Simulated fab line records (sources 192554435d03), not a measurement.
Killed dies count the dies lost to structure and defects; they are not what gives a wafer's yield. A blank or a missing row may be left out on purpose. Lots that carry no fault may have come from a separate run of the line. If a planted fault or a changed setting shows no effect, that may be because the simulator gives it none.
Chamber matching :: flow n5 finfet :: rie diel-02 running N5_BEOL_M5_ETCH_72: 4 sister chambers
The step etches underlayer in N2/H2, target depth 6.5 nm, time 5.2 s. 16 wafers are shown with their chamber, then 8 later ones without.

## WAFERS, EACH WITH ITS CHAMBER
wafer: L074.2
chamber: 0
drypump motor current A (A): 5.1
showerhead plenum p Torr (Torr): 2.61
throttle valve pct (%): 18.17

wafer: L074.3
chamber: 1
drypump motor current A (A): 5.7
showerhead plenum p Torr (Torr): 2.49
throttle valve pct (%): 17.89

wafer: L074.5
chamber: 2
drypump motor current A (A): 6.0
showerhead plenum p Torr (Torr): 2.54
throttle valve pct (%): 17.80

wafer: L082.2
chamber: 3
drypump motor current A (A): 5.7
showerhead plenum p Torr (Torr): 2.50
throttle valve pct (%): 17.73

wafer: L082.4
chamber: 3
drypump motor current A (A): 5.6
showerhead plenum p Torr (Torr): 2.50
throttle valve pct (%): 17.76

wafer: L082.5
chamber: 2
drypump motor current A (A): 6.0
showerhead plenum p Torr (Torr): 2.53
throttle valve pct (%): 17.82

wafer: L086.1
chamber: 3
drypump motor current A (A): 5.6
showerhead plenum p Torr (Torr): 2.50
throttle valve pct (%): 17.74

wafer: L086.2
chamber: 0
drypump motor current A (A): 5.1
showerhead plenum p Torr (Torr): 2.60
throttle valve pct (%): 18.19

wafer: L086.4
chamber: 2
drypump motor current A (A): 6.0
showerhead plenum p Torr (Torr): 2.53
throttle valve pct (%): 17.86

wafer: L088.2
chamber: 0
drypump motor current A (A): 5.1
showerhead plenum p Torr (Torr): 2.60
throttle valve pct (%): 18.19

wafer: L088.3
chamber: 1
drypump motor current A (A): 5.6
showerhead plenum p Torr (Torr): 2.48
throttle valve pct (%): 17.95

wafer: L088.5
chamber: 3
drypump motor current A (A): 5.6
showerhead plenum p Torr (Torr): 2.49
throttle valve pct (%): 17.80

wafer: L089.1
chamber: 3
drypump motor current A (A): 5.6
showerhead plenum p Torr (Torr): 2.49
throttle valve pct (%): 17.78

wafer: L089.3
chamber: 2
drypump motor current A (A): 6.0
showerhead plenum p Torr (Torr): 2.53
throttle valve pct (%): 17.87

wafer: L089.4
chamber: 1
drypump motor current A (A): 5.6
showerhead plenum p Torr (Torr): 2.48
throttle valve pct (%): 17.93

wafer: L091.1
chamber: 1
drypump motor current A (A): 5.6
showerhead plenum p Torr (Torr): 2.48
throttle valve pct (%): 17.94

SIGNATURES (averages over the wafers above)
reading: drypump motor current A
chamber 0: 5.100
chamber 1: 5.625
chamber 2: 6.000
chamber 3: 5.620
scatter within a chamber: 0.0359

reading: showerhead plenum p Torr
chamber 0: 2.6033
chamber 1: 2.4825
chamber 2: 2.5325
chamber 3: 2.4960
scatter within a chamber: 0.0053

reading: throttle valve pct
chamber 0: 18.1833
chamber 1: 17.9275
chamber 2: 17.8375
chamber 3: 17.7620
scatter within a chamber: 0.0272
Rule: a wafer lies at a distance from a chamber equal to the root of the sum of squares, over the readings, of (its reading less the chamber's mean, divided by the reading's scatter). The wafer belongs to the nearest chamber; if the next one is less than 2 further off, it can't be placed. The scatter: take each reading less its chamber's mean, square it, sum over the shown wafers, divide by the number of wafers less the number of chambers, and take the root.

## WAFERS WHOSE CHAMBER IS MISSING
wafer: L091.2
drypump motor current A (A): 5.7
showerhead plenum p Torr (Torr): 2.49
throttle valve pct (%): 17.78

wafer: L091.4
drypump motor current A (A): 6.0
showerhead plenum p Torr (Torr): 2.53
throttle valve pct (%): 17.85

wafer: L094.1
drypump motor current A (A): 5.6
showerhead plenum p Torr (Torr): 2.49
throttle valve pct (%): 17.77

wafer: L094.2
drypump motor current A (A): 5.6
showerhead plenum p Torr (Torr): 2.48
throttle valve pct (%): 17.95

wafer: L094.3
drypump motor current A (A): 5.1
showerhead plenum p Torr (Torr): 2.60
throttle valve pct (%): 18.22

wafer: L096.1
drypump motor current A (A): 5.6
showerhead plenum p Torr (Torr): 2.48
throttle valve pct (%): 17.95

wafer: L096.5
drypump motor current A (A): 6.0
showerhead plenum p Torr (Torr): 2.52
throttle valve pct (%): 17.88

wafer: L096.6
drypump motor current A (A): 5.6
showerhead plenum p Torr (Torr): 2.49
throttle valve pct (%): 17.78

## WHICH CHAMBER EACH ONE RAN IN
wafer: L091.2
from the rows above: 3
in truth: 3

wafer: L091.4
from the rows above: 2
in truth: 2

wafer: L094.1
from the rows above: 3
in truth: 3

wafer: L094.2
from the rows above: 1
in truth: 1

wafer: L094.3
from the rows above: 0
in truth: 0

wafer: L096.1
from the rows above: 1
in truth: 1

wafer: L096.5
from the rows above: 2
in truth: 2

wafer: L096.6
from the rows above: 3
in truth: 3
8 of 8 placed correctly. Number that these rows cannot place: 0. 0 placed wrongly.
